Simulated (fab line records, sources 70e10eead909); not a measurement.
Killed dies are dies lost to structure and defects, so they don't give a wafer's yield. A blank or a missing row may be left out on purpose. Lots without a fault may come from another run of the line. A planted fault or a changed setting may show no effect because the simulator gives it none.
Problem report in the 8D (eight disciplines) form, filled by code | flow nand_harc | the parts of the form that need people (team, actions taken, sign-off) are left out

1. THE PROBLEM
heater_power_total_W at NHARC_A_CONTACT_SOFTBAKE_37 reads a mean of 174.69 W on 6 wafers of 2 lots; wafers without a fault read 188.46 W with a standard deviation of 0.15. That is -92 standard deviations from the usual mean.
The step: time 55 s.
First seen on wafer L117.1, day 26 00:00, on litho_track-04. The record holds 39 wafers of 13 lots with a number at this step. Rule for "out", or "out of limits": more than 4 standard deviations from the usual mean. The other wafers with a number count as sound.

2. WHAT IT IS AND WHAT IT IS NOT
question                    | is                                 | is not
which readings at this step | heater_power_total_W, plate_temp_C | -
which lots                  | L117, L118                         | L106, L107, L109, L110, L111, L123, L125, L126, L127, L128, L129
which wafers of those lots  | all that have a number             | -
read on which tools         | litho_track-04                     | litho_track-01, litho_track-06
when                        | from day 26 00:00                  | up to then (15 sound wafers); but 18 sound wafers of L123, L125, L126, L127, L128, L129 came after

3. SUSPECTS, AND WHAT RULES EACH OUT
Counting: a tool at a process step up to the reading stays a suspect if it ran every lot that is out and no sound lot after the first of them.
- litho_track-04 at NHARC_A_CONTACT_SOFTBAKE_37 (time 55 s): ruled out as a lasting fault. Sound lots L127, L128 ran on it after its first lot that is out, L117 (day 26 00:00).
Left after counting: nothing in the record.

4. THE CAUSE (what the simulator had put in)
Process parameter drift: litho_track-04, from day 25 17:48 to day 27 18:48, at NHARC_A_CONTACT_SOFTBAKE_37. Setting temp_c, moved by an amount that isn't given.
Counting ruled it out, wrongly.

5. THE CHAIN OF EFFECTS, in route order
Each row: a reading whose mean over the struck wafers that have a number lies more than 3 standard deviations from the usual. Only readings for which the record gives a usual standard deviation are gone through. hours: the time from each lot's start at the first step in this table that gives one to its start at this step, as a median over the lots. sigmas: the change in usual standard deviations.
hours | step                        | reading              | usual    | on struck wafers | change | sigmas
0     | NHARC_A_CONTACT_SOFTBAKE_37 | heater_power_total_W | 188.46 W | 174.69           | -13.77 | -92
0     | NHARC_A_CONTACT_SOFTBAKE_37 | plate_temp_C         | 105.03 C | 99.32            | -5.71  | -41
The process steps in it:
- NHARC_A_CONTACT_SOFTBAKE_37: time 55 s.
Later measuring or inspecting steps at which every struck wafer that the step has a row for has a number for every such reading, and none has moved that far: NHARC_A_CONTACT_INSPECT_44.

6. WHAT WOULD HAVE CAUGHT IT SOONER
In this record the first reading out of limits was taken at day 26 00:00, 6 hours after the fault began at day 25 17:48.
